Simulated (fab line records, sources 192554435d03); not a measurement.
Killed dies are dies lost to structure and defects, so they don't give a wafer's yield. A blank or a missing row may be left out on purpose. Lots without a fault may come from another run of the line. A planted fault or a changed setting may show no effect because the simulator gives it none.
fab line records | flow n5_finfet
record lots=7 wafers=21
route steps=1938 shown ZERO_LAYER@4 WELL_APT@40 FIN_SAQP@108 DUMMY_GATE@224 HKMG_FIN@428
start_h: hours from the record's first day to the start of the lot's first wafer shown | wait_h: hours since the lot's step before | " the same as in the row above | L1.1+2: a row that stands for several wafers | - no value, or no start given | * or withheld: withheld | < > ~ a bound
route shown NAME@n: a module of which the file shows steps, and the number in the route of the first | usual: mean/standard deviation of fault-free wafers | same: alike in all rows | chamber/n: place in a boat | sites: the reading at each site | _std_site: their standard deviation | _edge_site: outer sites' mean less inner sites' | radius_mm: how far each site lies from the wafer's centre | mask NAME#n: copy n | behind: the tool/chamber that last shaped the wafer | hold: why the lot was held/for how many hours/how that ended | device: the transistor (n, p or np) that didn't switch | end of line: the same wafers' tests at the end of the route | a step without rows: its recipe alone | killed: dies lost to structure and defects at the first sort, not the wafer's yield | map: a wafer's dies, x killed, . not, _ none there
set.NAME: the setting as run; set.NAME@STEP: as run at that earlier step | model.NAME: the simulator's own value behind a step, which no gauge read
lots whose settings were changed on purpose; a table a step, a row a wafer
## steps
# step N5_ZERO_LAYER_PECVD_02
# recipe material=SiO2 target_thk_a=100 temp_c=400 precursor=SiH4/N2O pressure_torr=0.75 rf_w=275 time_s=6
# columns lot.wafer tool chamber start_h wait_h set.time_s model.SiO2_of_ZERO_LAYER_PECVD_02.thk_nm
L075.1 pecvd-03 2 18.28 0.0 5.169 8.421
L075.4 " 0 " " 6 9.929
L075.5 " 1 " " 6 9.988
L076.1 pecvd-02 1 24.31 0.0 6 9.978
L076.4 " 1 " " 6 9.901
L076.5 " 0 " " 6 10.07
L084.1 pecvd-03 2 72.30 0.0 6 9.892
L084.4 " 2 " " 6.672 11.35
L084.5 " 1 " " 6 10.32
L091.3 pecvd-03 1 114.28 0.0 6 10.01
L091.4 " 2 " " 6 9.996
L091.5 " 1 " " 6 9.984
L094.1 pecvd-02 1 132.30 0.0 5.291 8.913
L094.4 " 0 " " 5.291 8.786
L094.6 " 2 " " 6 10.13
L095.1 pecvd-03 1 138.28 0.0 6 10.11
L095.2 " 2 " " 6.524 10.97
L095.5 " 2 " " 6.524 11.09
L097.1 pecvd-04 1 150.28 0.0 6 9.876
L097.2 " 0 " " 5.426 9.038
L097.3 " 2 " " 6 9.829
# step N5_ZERO_LAYER_COAT_05
# recipe spin_rpm=1500 resist_thk_nm=1000
# columns lot.wafer tool chamber start_h wait_h set.spin_rpm model.coat_of_ZERO_LAYER_COAT_05.thk_nm
L075.1+4 litho_track-05 0 - - 1500 1003
L075.5 " 0 " " 1500 999.2
L076.1 litho_track-05 0 - - 1500 996.1
L076.4 " 0 " " 1500 997
L076.5 " 0 " " 1500 999.7
L084.1 litho_track-05 0 - - 1549 984.4
L084.4 " 0 " " 1500 999
L084.5 " 0 " " 1500 997.8
L091.3 litho_track-05 0 - - 1500 1004
L091.4 " 0 " " 1500 1003
L091.5 " 0 " " 1500 1002
L094.1 litho_track-02 0 - - 1500 998.2
L094.4 " 0 " " 1500 1003
L094.6 " 0 " " 1366 1049
L095.1 litho_track-03 0 - - 1500 999.9
L095.2 " 0 " " 1500 999
L095.5 " 0 " " 1500 999.5
L097.1 litho_track-03 0 - - 1500 1001
L097.2 " 0 " " 1500 1005
L097.3 " 0 " " 1500 1002
# step N5_ZERO_LAYER_EBR_07
# recipe solvent=PGMEA ebr_width_mm=1.5
# step N5_ZERO_LAYER_SOFTBAKE_06
# recipe temp_c=100 time_s=90
# step N5_ZERO_LAYER_HARDBAKE_23
# recipe temp_c=130 time_s=120
# step N5_ZERO_LAYER_DESCUM_16
# recipe chemistry=O2 time_s=7.9 source_power_w=50 bias_power_w=20 pressure_mtorr=20 rf_frequency_hz=2.712e+07 temp_c=40 o2_flow_sccm=225
# columns lot.wafer tool chamber start_h wait_h set.spin_rpm@ZERO_LAYER_COAT_05 model.coat_of_ZERO_LAYER_COAT_05.thk_nm
L075.1 rie_diel-01 0 18.81 0.0 1500 985.3
L075.4 " 1 " " 1500 985
L075.5 " 1 " " 1500 981.6
L076.1 rie_diel-05 1 24.83 0.0 1500 978.4
L076.4 " 3 " " 1500 979.3
L076.5 " 3 " " 1500 982
L084.1 rie_diel-05 3 72.82 0.0 1549 966.7
L084.4 " 1 " " 1500 981.3
L084.5 " 3 " " 1500 980.1
L091.3 rie_diel-01 2 114.68 0.0 1500 986.2
L091.4 " 3 " " 1500 985.5
L091.5 " 2 " " 1500 984.3
L094.1 rie_diel-05 3 132.82 0.0 1500 980.5
L094.4 " 3 " " 1500 985.7
L094.6 " 1 " " 1366 1031
L095.1 rie_diel-05 1 138.81 0.0 1500 982.3
L095.2 " 0 " " 1500 981.3
L095.5 " 1 " " 1500 981.9
L097.1 rie_diel-05 3 151.09 0.5 1500 983.5
L097.2 " 0 " " 1500 987.2
L097.3 " 2 " " 1500 983.9
# step N5_ZERO_LAYER_ETCH_17
# recipe chemistry=CF4 target=SiO2 target_depth_a=120 time_s=13.3 ion_energy_ev=350 pressure_mtorr=40 source_w=450 bias_w=215 Ar_flow_sccm=100 cf4_flow_sccm=100
# step N5_ZERO_LAYER_ETCH_18
# recipe chemistry=HBr/Cl2 target=Si target_depth_a=1200 time_s=40 pressure_mtorr=10 icp_w=800 bias_w=75 HBr_flow_sccm=150 Cl2_flow_sccm=80
# step N5_ZERO_LAYER_STRIP_24
# recipe chemistry=O2 power_w=1000 temp_c=250 overash_fraction=0.3 pressure_mtorr=1000 o2_flow_sccm=6750
# usual strip_time_to_endpoint_s=43.85/0.082
# columns lot.wafer tool chamber start_h wait_h set.spin_rpm@ZERO_LAYER_COAT_05 strip_time_to_endpoint_s
L075.1 plasma_asher-01 1 19.02 0.1 1500 43.94
L075.4 " 0 " " 1500 43.94
L075.5 " 1 " " 1500 43.83
L076.1 plasma_asher-01 0 25.04 0.1 1500 43.74
L076.4 " 0 " " 1500 43.75
L076.5 " 0 " " 1500 43.82
L084.1 plasma_asher-01 0 73.04 0.1 1549 43.39
L084.4 " 1 " " 1500 43.81
L084.5 " 1 " " 1500 43.75
L091.3 plasma_asher-01 0 115.11 0.3 1500 43.96
L091.4 " 1 " " 1500 43.92
L091.5 " 1 " " 1500 43.89
L094.1 plasma_asher-01 1 133.03 0.1 1500 43.80
L094.4 " 1 " " 1500 43.94
L094.6 " 0 " " 1366 45.29
L095.1 plasma_asher-02 0 139.02 0.1 1500 43.82
L095.2 " 1 " " 1500 43.82
L095.5 " 0 " " 1500 43.83
L097.1 plasma_asher-02 0 151.63 0.4 1500 43.89
L097.2 " 1 " " 1500 44.02
L097.3 " 1 " " 1500 43.88
# step N5_WELL_APT_PEB_23
# recipe peb_temp_c=130 peb_time_s=90
# columns lot.wafer tool chamber start_h wait_h set.peb_time_s
L075.1+5 litho_track-01 0 20.82 0.1 90
L075.4 " 0 " " 104
L076.1+4 litho_track-04 0 27.58 0.1 90
L076.5 " 0 " " 78.53
L084.1 litho_track-02 0 74.86 0.1 81.58
L084.4+5 " 0 " " 90
L091.3+4+5 litho_track-02 0 116.77 0.0 90
L094.1+6 litho_track-04 0 134.94 0.1 77.02
L094.4 " 0 " " 90
L095.1+5 litho_track-02 0 140.81 0.1 83.28
L095.2 " 0 " " 90
L097.1+2 litho_track-04 0 153.65 0.1 90
L097.3 " 0 " " 100.7
# step N5_WELL_APT_DEVELOP_24
# recipe develop_time_s=45 rinse_liquid=surfactant_rinse dry=air_spin dev_temp_c=21
# step N5_WELL_APT_HARDBAKE_29
# recipe temp_c=130 time_s=120
# step N5_WELL_APT_CD_MEAS_25
# recipe target_cd_nm=200 landing_energy_ev=500 detector=se_inlens
# usual cd_nm=200.3/1.4
# columns lot.wafer tool chamber start_h wait_h set.peb_time_s@WELL_APT_PEB_23 cd_nm
L075.1 cd_sem-03 0 20.94 - 90 198.6
L075.4 " 0 " " 104 205.5
L075.5 " 0 " " 90 198.8
L076.1 cd_sem-01 0 27.70 - 90 200.3
L076.4 " 0 " " 90 200.3
L076.5 " 0 " " 78.53 192.8
L084.1 cd_sem-02 0 74.97 - 81.58 196.2
L084.4 " 0 " " 90 199.4
L084.5 " 0 " " 90 201.2
L091.3 cd_sem-01 0 116.88 - 90 198.6
L091.4 " 0 " " 90 200.1
L091.5 " 0 " " 90 198.3
L094.1 cd_sem-01 0 135.06 - 77.02 193.3
L094.4 " 0 " " 90 202.8
L094.6 " 0 " " 77.02 193.5
L095.1 cd_sem-03 0 140.93 - 83.28 197.8
L095.2 " 0 " " 90 202.3
L095.5 " 0 " " 83.28 198.1
L097.1 cd_sem-03 0 153.76 - 90 200.6
L097.2 " 0 " " 90 199.1
L097.3 " 0 " " 100.7 204.7
# step N5_WELL_APT_DESCUM_30
# recipe chemistry=O2 time_s=7.9 source_power_w=50 bias_power_w=20 pressure_mtorr=20 rf_frequency_hz=2.712e+07 temp_c=40 o2_flow_sccm=225
# columns lot.wafer tool chamber start_h wait_h set.peb_time_s@WELL_APT_PEB_23 model.WELL_APT.cd_nm
L075.1 rie_diel-06 3 21.03 0.0 90 199.7
L075.4 " 0 " " 104 205.4
L075.5 " 2 " " 90 198.8
L076.1+4 rie_diel-04 1,3 27.79 0.0 90 200.5
L076.5 " 0 " " 78.53 192.9
L084.1 rie_diel-06 2 75.06 0.0 81.58 196.3
L084.4 " 3 " " 90 199.8
L084.5 " 0 " " 90 201.1
L091.3 rie_diel-06 3 116.97 0.0 90 198.5
L091.4 " 3 " " 90 200.4
L091.5 " 2 " " 90 197.9
L094.1 rie_diel-06 2 135.18 0.1 77.02 193.3
L094.4 " 3 " " 90 203.1
L094.6 " 3 " " 77.02 193.8
L095.1+5 rie_diel-04 2,0 141.13 0.1 83.28 197.7
L095.2 " 0 " " 90 202.4
L097.1 rie_diel-02 0 154.08 0.3 90 200.6
L097.2 " 3 " " 90 199.4
L097.3 " 1 " " 100.7 204.8
# step N5_FIN_SAQP_EXPOSE_13
# recipe mask_id=FIN_CORE na=1.35 source_shape=dipole sigma_inner=0.538 sigma_outer=0.738 polarization=te target_cd_nm=35.6 dose_mj=63.25
# columns lot.wafer tool chamber start_h wait_h mask set.dose_mj
L075.1+4+5 arfi_scanner-01 0 27.07 - FIN_CORE#0 63.25
L076.1+4+5 arfi_scanner-03 0 34.81 - FIN_CORE#0 63.25
L084.1+5 arfi_scanner-02 0 81.77 - FIN_CORE#0 58.71
L084.4 " 0 " " FIN_CORE#0 63.25
L091.3+4+5 arfi_scanner-03 0 123.21 - FIN_CORE#0 63.25
L094.1+4+6 arfi_scanner-03 0 142.11 - FIN_CORE#0 63.25
L095.1+2+5 arfi_scanner-02 0 147.95 - FIN_CORE#0 63.25
L097.1+3 arfi_scanner-03 0 160.83 - FIN_CORE#0 59.51
L097.2 " 0 " " FIN_CORE#0 63.25
# step N5_FIN_SAQP_PEB_14
# recipe peb_temp_c=withheld peb_time_s=60 resist=CAR-ArF
# step N5_FIN_SAQP_DEVELOP_15
# recipe develop_time_s=30 developer=TMAH resist=CAR-ArF dev_temp_c=23 rinse_liquid=diw dry=air_spin
# step N5_FIN_SAQP_CD_MEAS_16
# recipe target_cd_nm=35.6 landing_energy_ev=500 detector=se_inlens
# usual cd_nm=35.54/0.26
# columns lot.wafer tool chamber start_h wait_h set.dose_mj@FIN_SAQP_EXPOSE_13 cd_nm
L075.1 cd_sem-01 0 27.19 - 63.25 35.27
L075.4 " 0 " " 63.25 35.15
L075.5 " 0 " " 63.25 35.43
L076.1 cd_sem-02 0 34.93 - 63.25 35.31
L076.4 " 0 " " 63.25 35.16
L076.5 " 0 " " 63.25 35.29
L084.1 cd_sem-03 0 81.90 - 58.71 37.34
L084.4 " 0 " " 63.25 35.49
L084.5 " 0 " " 58.71 36.95
L091.3 cd_sem-02 0 123.33 - 63.25 35.36
L091.4 " 0 " " 63.25 35.46
L091.5 " 0 " " 63.25 35.57
L094.1 cd_sem-03 0 142.23 - 63.25 35.80
L094.4 " 0 " " 63.25 35.87
L094.6 " 0 " " 63.25 35.53
L095.1 cd_sem-02 0 148.08 - 63.25 35.48
L095.2 " 0 " " 63.25 35.42
L095.5 " 0 " " 63.25 35.52
L097.1 cd_sem-02 0 160.96 - 59.51 36.83
L097.2 " 0 " " 63.25 34.90
L097.3 " 0 " " 59.51 37.06
# step N5_FIN_SAQP_SPACER2_ALD_28
# recipe material=SiO2 target_thk_a=81 temp_c=300 ald_precursor_family=BDEAS ald_co_reactant=O2-plasma pulse_time_s=1 purge_time_s=2 co_reactant_purge_time_s=2 pressure_torr=2
# columns lot.wafer tool chamber start_h wait_h set.temp_c
L075.1+4 ald_sin-04 1,2 30.72 0.1 288.2
L075.5 " 3 " " 300
L076.1+5 ald_sin-04 3,0 38.34 0.1 296.6
L076.4 " 0 " " 300
L084.1+4+5 ald_sin-04 0,2,2 85.43 0.1 310.7
L091.3+4+5 ald_sin-04 3,0,0 126.45 0.1 300
L094.1+6 ald_sin-04 0,1 150.32 3.5 300
L094.4 " 3 " " 294.7
L095.1 ald_sin-04 2 156.05 1.2 300
L095.2+5 " 0,1 " " 288.1
L097.1+2 ald_sin-04 1,2 164.22 0.1 291.6
L097.3 " 0 " " 300
# step N5_FIN_SAQP_SPACER2_ETCHBACK_29
# recipe chemistry=CHF3/O2 mode=anisotropic_etchback target=SiO2 target_depth_a=122 time_s=6.1 pressure_mtorr=30 source_w=650 bias_w=170 Ar_flow_sccm=200 CHF3_flow_sccm=50 O2_flow_sccm=5 ion_energy_ev=200
# step N5_FIN_SAQP_MANDREL2_REMOVE_60
# recipe chemistry=HBr/Cl2/O2 bt_time_s=10 target=a-Si stop_on=SiNx endpoint=OES-SiCl over_etch_frac=1 icp_w=600 bias_w=22 HBr_flow_sccm=150 Cl2_flow_sccm=80 O2_flow_sccm=5 pressure_mtorr=10
# columns lot.wafer tool chamber start_h wait_h set.temp_c@FIN_SAQP_SPACER2_ALD_28 model.FIN_SAQP.cd_nm
L075.1+4 rie_si-01 1,3 31.14 0.1 288.2 8.6
L075.5 " 3 " " 300 8
L076.1+5 rie_si-03 0,2 38.75 0.1 296.6 8.2
L076.4 " 1 " " 300 8
L084.1+5 rie_si-04 0 85.84 0.1 310.7 8
L084.4 " 3 " " 310.7 7.8
L091.3+4+5 rie_si-03 1,0,2 126.86 0.1 300 8.2
L094.1+6 rie_si-01 2 150.97 0.1 300 8
L094.4 " 3 " " 294.7 8.2
L095.1 rie_si-03 1 156.46 0.1 300 8.2
L095.2+5 " 0,1 " " 288.1 8.4
L097.1+2 rie_si-04 2,3 164.64 0.1 291.6 8.4
L097.3 " 1 " " 300 8.2
# step N5_FIN_SAQP_HM_OPEN_33
# recipe chemistry=CH3F/O2 target=SiNx mask_material=SiO2 target_depth_a=494 time_s=70.6 pressure_mtorr=30 source_w=395 bias_w=73 Ar_flow_sccm=150 CH3F_flow_sccm=30 O2_flow_sccm=20 ion_energy_ev=120 ends=cleared
# step N5_FIN_SAQP_STRIP_77
# recipe chemistry=N2/H2 time_s=90 power_w=100 temp_c=40 pressure_mtorr=100 rf_frequency_hz=6e+07 bias_power_w=3 n2_flow_sccm=300 h2_flow_sccm=300
# step N5_FIN_SAQP_ETCH_64
# recipe chemistry=CF4 target=SiO2 target_depth_a=15 ion_energy_ev=350 pressure_mtorr=10 icp_w=800 bias_w=400 cf4_flow_sccm=80
# columns lot.wafer tool chamber start_h wait_h set.temp_c@FIN_SAQP_SPACER2_ALD_28 model.FIN_SAQP.cd_nm
L075.1+4 rie_si-04 3,2 31.57 0.0 288.2 8.6
L075.5 " 1 " " 300 8
L076.1+5 rie_si-04 2,0 39.18 0.0 296.6 8.2
L076.4 " 3 " " 300 8
L084.1+5 rie_si-01 1,0 86.26 0.0 310.7 7.8
L084.4 " 3 " " 310.7 7.6
L091.3+5 rie_si-01 3,2 127.29 0.0 300 8
L091.4 " 2 " " 300 7.8
L094.1+6 rie_si-04 3,1 151.41 0.0 300 8
L094.4 " 0 " " 294.7 8.2
L095.1 rie_si-01 0 157.01 0.0 300 8
L095.2 " 1 " " 288.1 8.4
L095.5 " 3 " " 288.1 8.6
L097.1 rie_si-01 1 165.06 0.0 291.6 8.2
L097.2 " 3 " " 291.6 8.4
L097.3 " 2 " " 300 8.2
# step N5_FIN_SAQP_FIN_ETCH_36
# recipe chemistry=HBr/Cl2/O2 target_depth_a=1200 mask_material=SiNx time_s=50.4 bias_w=102 pressure_mtorr=10 icp_w=800 HBr_flow_sccm=150 Cl2_flow_sccm=80 O2_flow_sccm=12
# columns lot.wafer tool chamber start_h wait_h set.temp_c@FIN_SAQP_SPACER2_ALD_28 model.FIN_SAQP.cd_nm
L075.1+4 rie_si-04 3,2 31.59 0.0 288.2 8.6
L075.5 " 1 " " 300 8
L076.1+5 rie_si-04 2,0 39.20 0.0 296.6 8.2
L076.4 " 3 " " 300 8
L084.1+4+5 rie_si-01 1,3,0 86.28 0.0 310.7 7.8
L091.3+5 rie_si-01 3,2 127.31 0.0 300 8
L091.4 " 2 " " 300 7.8
L094.1+6 rie_si-04 3,1 151.43 0.0 300 8
L094.4 " 0 " " 294.7 8.2
L095.1 rie_si-01 0 157.03 0.0 300 8
L095.2 " 1 " " 288.1 8.4
L095.5 " 3 " " 288.1 8.6
L097.1 rie_si-01 1 165.08 0.0 291.6 8
L097.2 " 3 " " 291.6 8.4
L097.3 " 2 " " 300 8
# step N5_DUMMY_GATE_COAT_28
# recipe resist=underlayer temp_c=205 time_s=60 spin_rpm=1500 resist_thk_nm=10
# columns lot.wafer tool chamber start_h wait_h set.spin_rpm model.underlayer_of_DUMMY_GATE_COAT_28.thk_nm
L075.1+4+5 litho_track-05 0 - - 1500 10
L076.1 litho_track-02 0 - - 1500 10
L076.4+5 " 0 " " 1633 9.6
L084.1 litho_track-03 0 - - 1347 10.6
L084.4+5 " 0 " " 1500 10
L091.3+4+5 litho_track-05 0 - - 1500 10
L094.1 litho_track-02 0 - - 1604 9.8
L094.4+6 " 0 " " 1500 10
L095.1 litho_track-03 0 - - 1357 10.6
L095.2 " 0 " " 1357 10.4
L095.5 " 0 " " 1500 10
L097.1+2 litho_track-03 0 - - 1500 10
L097.3 " 0 " " 1595 9.8
# step N5_DUMMY_GATE_DESCUM_20
# recipe chemistry=O2 time_s=6.2 source_power_w=50 bias_power_w=20 pressure_mtorr=20 rf_frequency_hz=2.712e+07 temp_c=40 resist=CAR-EUV o2_flow_sccm=225
# columns lot.wafer tool chamber start_h wait_h set.time_s model.CAR-EUV_of_DUMMY_GATE_COAT_09.thk_nm
L075.1+4+5 rie_diel-01 3,3,2 51.05 0.2 6.2 26.2
L076.1+4+5 rie_diel-05 2,3,3 59.88 0.3 6.2 26.6
L084.1 rie_diel-03 1 108.22 0.0 5.555 26.6
L084.4+5 " 0,2 " " 6.2 26.2
L091.3+4+5 rie_diel-01 3,0,2 147.36 0.0 6.2 26.4
L094.1 rie_diel-03 0 173.30 0.0 7.048 26.2
L094.4+6 " 2,3 " " 6.2 26.6
L095.1+2+5 rie_diel-05 2,3,2 176.17 0.2 6.2 26.6
L097.1 rie_diel-03 0 184.94 0.5 6.918 26.2
L097.2+3 " 3,1 " " 6.2 26.6
# step N5_HKMG_FIN_PEB_10
# recipe peb_temp_c=withheld peb_time_s=60 resist=CAR-ArF
# columns lot.wafer tool chamber start_h wait_h set.peb_time_s
L075.1+4+5 litho_track-04 0 79.56 0.1 71.95
L076.1+5 litho_track-01 0 87.63 0.1 60
L076.4 " 0 " " 65.23
L084.1 litho_track-03 0 135.98 0.1 60
L084.4+5 " 0 " " 66.23
L091.3+4+5 litho_track-03 0 181.24 0.0 60
L094.1+4 litho_track-04 0 201.25 0.1 50.29
L094.6 " 0 " " 60
L095.1 litho_track-03 0 205.85 0.1 70.82
L095.2+5 " 0 " " 60
L097.1+2+3 litho_track-01 0 213.84 0.1 60
# step N5_HKMG_FIN_DEVELOP_11
# recipe develop_time_s=30 developer=TMAH resist=CAR-ArF dev_temp_c=23 rinse_liquid=diw dry=air_spin
# columns lot.wafer tool chamber start_h wait_h set.develop_time_s
L075.1+4 litho_track-04 0 - - 30
L075.5 " 0 " " 27.83
L076.1+4 litho_track-01 0 - - 31.75
L076.5 " 0 " " 30
L084.1 litho_track-03 0 - - 30
L084.4+5 " 0 " " 34.28
L091.3+4+5 litho_track-03 0 - - 30
L094.1+4+6 litho_track-04 0 - - 30
L095.1+5 litho_track-03 0 - - 30
L095.2 " 0 " " 36.69
L097.1+2+3 litho_track-01 0 - - 30
# step N5_HKMG_FIN_CD_MEAS_12
# recipe target_cd_nm=92.8 landing_energy_ev=500 detector=se_inlens
# usual cd_nm=92.7/0.68
# columns lot.wafer tool chamber start_h wait_h set.peb_time_s@HKMG_FIN_PEB_10 cd_nm
L075.1 cd_sem-03 0 79.63 - 71.95 99.7
L075.4 " 0 " " 71.95 99.7
L075.5 " 0 " " 71.95 99.3
L076.1 cd_sem-03 0 87.70 - 60 93.4
L076.4 " 0 " " 65.23 96.9
L076.5 " 0 " " 60 93.4
L084.1 cd_sem-03 0 136.05 - 60 92.3
L084.4 " 0 " " 66.23 96.3
L084.5 " 0 " " 66.23 95.9
L091.3 cd_sem-01 0 181.31 - 60 91.9
L091.4 " 0 " " 60 91.8
L091.5 " 0 " " 60 92.4
L094.1 cd_sem-02 0 201.31 - 50.29 86.6
L094.4 " 0 " " 50.29 85.7
L094.6 " 0 " " 60 92.8
L095.1 cd_sem-03 0 205.92 - 70.82 97.5
L095.2 " 0 " " 60 93.3
L095.5 " 0 " " 60 92.5
L097.1 cd_sem-03 0 213.91 - 60 92.7
L097.2 " 0 " " 60 92.3
L097.3 " 0 " " 60 92.5
## key
split step=N5_ZERO_LAYER_PECVD_02 setting=time_s stated=6 by=wafer
response step=N5_ZERO_LAYER_PECVD_02 reading=model.SiO2_of_ZERO_LAYER_PECVD_02.thk_nm change=+0.106 per=1% r=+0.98
split step=N5_ZERO_LAYER_COAT_05 setting=spin_rpm stated=1500 by=wafer
response step=N5_ZERO_LAYER_COAT_05 reading=model.coat_of_ZERO_LAYER_COAT_05.thk_nm change=-5.25 per=1% r=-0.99
response step=N5_ZERO_LAYER_DESCUM_16 reading=model.coat_of_ZERO_LAYER_COAT_05.thk_nm change=-5.26 per=1% r=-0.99
response step=N5_ZERO_LAYER_STRIP_24 reading=strip_time_to_endpoint_s change=* per=1% r=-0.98
split step=N5_WELL_APT_PEB_23 setting=peb_time_s stated=90 by=wafer
response step=N5_WELL_APT_CD_MEAS_25 reading=cd_nm change=+0.519 per=1% r=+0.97
response step=N5_WELL_APT_DESCUM_30 reading=model.WELL_APT.cd_nm change=+0.514 per=1% r=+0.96
split step=N5_FIN_SAQP_EXPOSE_13 setting=dose_mj stated=63.25 by=wafer
response step=N5_FIN_SAQP_CD_MEAS_16 reading=cd_nm change=-0.277 per=1% r=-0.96
split step=N5_FIN_SAQP_SPACER2_ALD_28 setting=temp_c stated=300 by=wafer
response step=N5_FIN_SAQP_MANDREL2_REMOVE_60 reading=model.FIN_SAQP.cd_nm change=-0.0988 per=1% r=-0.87
response step=N5_FIN_SAQP_ETCH_64 reading=model.FIN_SAQP.cd_nm change=-0.12 per=1% r=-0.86
response step=N5_FIN_SAQP_FIN_ETCH_36 reading=model.FIN_SAQP.cd_nm change=-0.126 per=1% r=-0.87
split step=N5_DUMMY_GATE_COAT_28 setting=spin_rpm stated=1500 by=wafer
response step=N5_DUMMY_GATE_COAT_28 reading=model.underlayer_of_DUMMY_GATE_COAT_28.thk_nm change=-0.0472 per=1% r=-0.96
split step=N5_DUMMY_GATE_DESCUM_20 setting=time_s stated=6.2 by=wafer
response step=N5_DUMMY_GATE_DESCUM_20 reading=model.CAR-EUV_of_DUMMY_GATE_COAT_09.thk_nm change=-0.0332 per=1% r=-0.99
split step=N5_HKMG_FIN_PEB_10 setting=peb_time_s stated=60 by=wafer
response step=N5_HKMG_FIN_CD_MEAS_12 reading=cd_nm change=+0.338 per=1% r=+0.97
split step=N5_HKMG_FIN_DEVELOP_11 setting=develop_time_s stated=30 by=wafer
response none clear
